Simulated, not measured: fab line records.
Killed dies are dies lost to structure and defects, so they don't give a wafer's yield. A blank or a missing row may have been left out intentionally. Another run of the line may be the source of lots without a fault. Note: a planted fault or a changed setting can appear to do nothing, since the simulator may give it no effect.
Matching of chambers	flow n5_finfet	4 sister chambers for N5_HKMG_FIN_STRIP_90 on rie_diel-02
The step strips SOC in N2/H2, time 20 s. 8 wafers are shown with their chamber, then 12 later ones without.

## WAFERS PAIRED WITH THEIR CHAMBERS
wafer	chamber	showerhead_plenum_p_Torr (Torr)	drypump_motor_current_A (A)
L083.4	1	3.48	5.6
L083.5	0	3.43	5.3
L084.5	1	3.48	5.5
L086.1	0	3.43	5.3
L086.4	2	3.33	5.0
L090.1	3	3.54	5.7
L090.4	2	3.32	5.0
L090.6	3	3.54	5.8

## WAFERS WHOSE CHAMBER IS MISSING
wafer	showerhead_plenum_p_Torr (Torr)	drypump_motor_current_A (A)
L089.1	3.54	5.8
L089.4	3.32	5.0
L089.6	3.42	5.3
L093.1	3.32	5.0
L093.5	3.53	5.8
L093.6	3.42	5.3
L094.2	3.32	5.0
L094.3	3.53	5.8
L094.5	3.42	5.3
L097.2	3.53	5.8
L097.3	3.31	5.0
L097.6	3.47	5.6

## WHICH CHAMBER EACH ONE RAN IN
wafer	from the rows above	in truth
L089.1	3	3
L089.4	2	2
L089.6	0	0
L093.1	2	2
L093.5	3	3
L093.6	0	0
L094.2	2	2
L094.3	3	3
L094.5	0	0
L097.2	3	3
L097.3	2	2
L097.6	1	1
Correct placement for 12 of the 12. Not placeable from these rows: 0. Wrongly placed: 0.
How it was worked out, from the rows above alone: a wafer's distance from a chamber is the root of the sum, over the readings, of the square of ((its reading less the chamber's mean) divided by the reading's scatter). The wafer belongs to the nearest chamber; if the next one is less than 2 further off, it can't be placed. For every chamber, the mean is computed from those of its wafers that are shown. The scatter is the square root of a quotient: the sum, over the shown wafers, of each reading's squared deviation from its chamber's mean, divided by wafers minus chambers.
